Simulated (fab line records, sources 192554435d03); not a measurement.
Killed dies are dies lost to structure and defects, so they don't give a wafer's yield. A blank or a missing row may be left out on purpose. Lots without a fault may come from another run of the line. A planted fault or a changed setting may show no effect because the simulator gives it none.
Which tool did it? | flow n5_finfet | 11 lots, 33 wafers sampled, at 5 steps of a route of 1938

WHAT THE GAUGES READ, wafer by wafer
N5_MIM_TOP_LITHO_OVL_MEAS_11. Usual: MIM_TOP_OVL -3 nm, standard deviation 5.1.
lot  | measured     | on         | MIM_TOP_OVL (nm) | flag
L706 | day 13 08:07 | overlay-02 | -3 -4 2          |
L705 | day 13 10:21 | overlay-02 | -1 -2 -14        |
L704 | day 13 10:48 | overlay-02 | -1 -9 -3         |
L709 | day 13 17:44 | overlay-01 | -3 -7 -1         |
L710 | day 13 23:00 | overlay-02 | -10 -3 -4        |
L712 | day 14 11:09 | overlay-01 | 1 -1 -2          |
L714 | day 15 01:17 | overlay-01 | -11 -7 -8        |
L722 | day 17 03:46 | overlay-02 | 0 -5 -13         |
L720 | day 17 09:04 | overlay-02 | -3 -14 -2        |
L724 | day 17 12:08 | overlay-02 | -4 -1 -1         |
L725 | day 18 08:53 | overlay-02 | 5 0 -4           |

N5_MIM_TOP_LITHO_INSPECT_12: inspects for defects (macro). Usual: raw_defect_count 2.0, standard deviation 1.2.
lot  | measured     | on                | raw_defect_count | flag
L706 | day 13 08:08 | defect_inspect-02 | 5 4 2            |
L705 | day 13 10:22 | defect_inspect-01 | 4 1 1            |
L704 | day 13 10:50 | defect_inspect-02 | 1 1 3            |
L709 | day 13 17:46 | defect_inspect-01 | 2 1 1            |
L710 | day 13 23:01 | defect_inspect-01 | 2 1 1            |
L712 | day 14 11:11 | defect_inspect-01 | 1 3 1            |
L714 | day 15 01:19 | defect_inspect-01 | 2 >300 2         |
L722 | day 17 03:48 | defect_inspect-02 | 5 2 3            |
L720 | day 17 09:06 | defect_inspect-02 | 1 1 3            |
L724 | day 17 12:10 | defect_inspect-01 | 1 2 1            |
L725 | day 18 08:55 | defect_inspect-02 | 2 1 3            |

WHICH TOOL RAN EACH LOT (tool, then ch and the chambers of the sampled wafers, then the start)
lot  | N5_MIM_BOT_SPUTTER_00        | N5_MIM_TOP_ALD_00                | N5_MIM_TOP_ALD_02
L706 | pvd_sputter-03, day 13 05:13 | ald_hk-02 ch 1,2,3, day 13 05:19 | ald_hk-02 ch 1,2,3, day 13 08:07 or earlier
L705 | pvd_sputter-01, day 13 08:36 | ald_hk-01 ch 1,2,3, day 13 08:42 | ald_hk-01 ch 1,2,3, day 13 10:21 or earlier
L704 | pvd_sputter-01, day 13 08:58 | ald_hk-03 ch 0,2,3, day 13 09:04 | ald_hk-03 ch 0,2,3, day 13 10:48 or earlier
L709 | pvd_sputter-03, day 13 15:46 | ald_hk-01 ch 0,2, day 13 15:52   | ald_hk-01 ch 0,2, day 13 17:44 or earlier
L710 | pvd_sputter-01, day 13 21:05 | ald_hk-01 ch 0,1,2, day 13 21:11 | ald_hk-01 ch 0,1,2, day 13 23:00 or earlier
L712 | pvd_sputter-02, day 14 07:56 | ald_hk-02 ch 0,1,2, day 14 08:02 | ald_hk-02 ch 0,1,2, day 14 11:09 or earlier
L714 | pvd_sputter-03, day 14 23:50 | ald_hk-01 ch 1,2, day 14 23:56   | ald_hk-01 ch 1,2, day 15 01:17 or earlier
L722 | pvd_sputter-03, day 17 02:17 | ald_hk-03 ch 0,1,3, day 17 02:23 | ald_hk-03 ch 0,1,3, day 17 03:46 or earlier
L720 | pvd_sputter-01, day 17 07:32 | ald_hk-02 ch 0,3, day 17 07:38   | ald_hk-02 ch 0,3, day 17 09:04 or earlier
L724 | pvd_sputter-01, day 17 10:40 | ald_hk-01 ch 0,2,3, day 17 10:46 | ald_hk-01 ch 0,2,3, day 17 12:08 or earlier
L725 | pvd_sputter-02, day 18 05:50 | ald_hk-01 ch 0,3, day 18 05:56   | ald_hk-01 ch 0,3, day 18 08:53 or earlier
- N5_MIM_BOT_SPUTTER_00: material TiN, target thk 35 nm, time 89.7 s.
- N5_MIM_TOP_ALD_00: deposits Al2O3, purge time 3 s, co reactant pulse time 3 s.
- N5_MIM_TOP_ALD_02: deposits Al2O3, purge time 3 s, co reactant pulse time 3 s.

WHAT THE TOOLS THEMSELVES READ (means of the sampled wafers that have a number; where no wafer has one, the mark that the record gives instead)
N5_MIM_BOT_SPUTTER_00. Usual: throttle_valve_pct 30.0 %, standard deviation 1.
lot  | tool           | throttle_valve_pct (%) | flag
L706 | pvd_sputter-03 | 29.9                   |
L705 | pvd_sputter-01 | 29.7                   |
L704 | pvd_sputter-01 | 29.8                   |
L709 | pvd_sputter-03 | 30.1                   |
L710 | pvd_sputter-01 | 29.5                   |
L712 | pvd_sputter-02 | 30.6                   |
L714 | pvd_sputter-03 | 30.1                   |
L722 | pvd_sputter-03 | 30.2                   |
L720 | pvd_sputter-01 | 29.9                   |
L724 | pvd_sputter-01 | 29.6                   |
L725 | pvd_sputter-02 | 29.6                   |

N5_MIM_TOP_ALD_00. Usual: precursor_pulse_height_rel 1.000, standard deviation 0.021.
lot  | tool      | precursor_pulse_height_rel | flag
L706 | ald_hk-02 | 0.977                      |
L705 | ald_hk-01 | 0.998                      |
L704 | ald_hk-03 | 0.996                      |
L709 | ald_hk-01 | 1.008                      |
L710 | ald_hk-01 | 1.018                      |
L712 | ald_hk-02 | 1.007                      |
L714 | ald_hk-01 | 1.010                      |
L722 | ald_hk-03 | 0.995                      |
L720 | ald_hk-02 | 1.018                      |
L724 | ald_hk-01 | 1.017                      |
L725 | ald_hk-01 | 1.000                      |

N5_MIM_TOP_ALD_02. Usual: precursor_pulse_height_rel 1.000, standard deviation 0.019.
lot  | tool      | precursor_pulse_height_rel | flag
L706 | ald_hk-02 | 1.013                      |
L705 | ald_hk-01 | 1.008                      |
L704 | ald_hk-03 | 1.010                      |
L709 | ald_hk-01 | 0.993                      |
L710 | ald_hk-01 | 0.995                      |
L712 | ald_hk-02 | 1.000                      |
L714 | ald_hk-01 | 0.989                      |
L722 | ald_hk-03 | 1.020                      |
L720 | ald_hk-02 | 0.993                      |
L724 | ald_hk-01 | 1.007                      |
L725 | ald_hk-01 | 0.989                      |

THE ANSWER, worked out from the rows above alone
Rule: a lot is off if the mean of its wafers that have a number lies more than 3 standard deviations from the usual mean. A lot without any number at a reading at which 4 lots or more have one is off too. The other lots that the step has rows for count as sound. The gauges are gone through in route order, then the tools' own readings, and for those a lot's mean is taken as printed above. The first step at which some lot is off is used, and at that step the reading that is off furthest; a lot without a number counts as furthest.
No lot is off at any reading shown: from this, nothing can be told.

WHAT THE SIMULATOR HAD PUT IN
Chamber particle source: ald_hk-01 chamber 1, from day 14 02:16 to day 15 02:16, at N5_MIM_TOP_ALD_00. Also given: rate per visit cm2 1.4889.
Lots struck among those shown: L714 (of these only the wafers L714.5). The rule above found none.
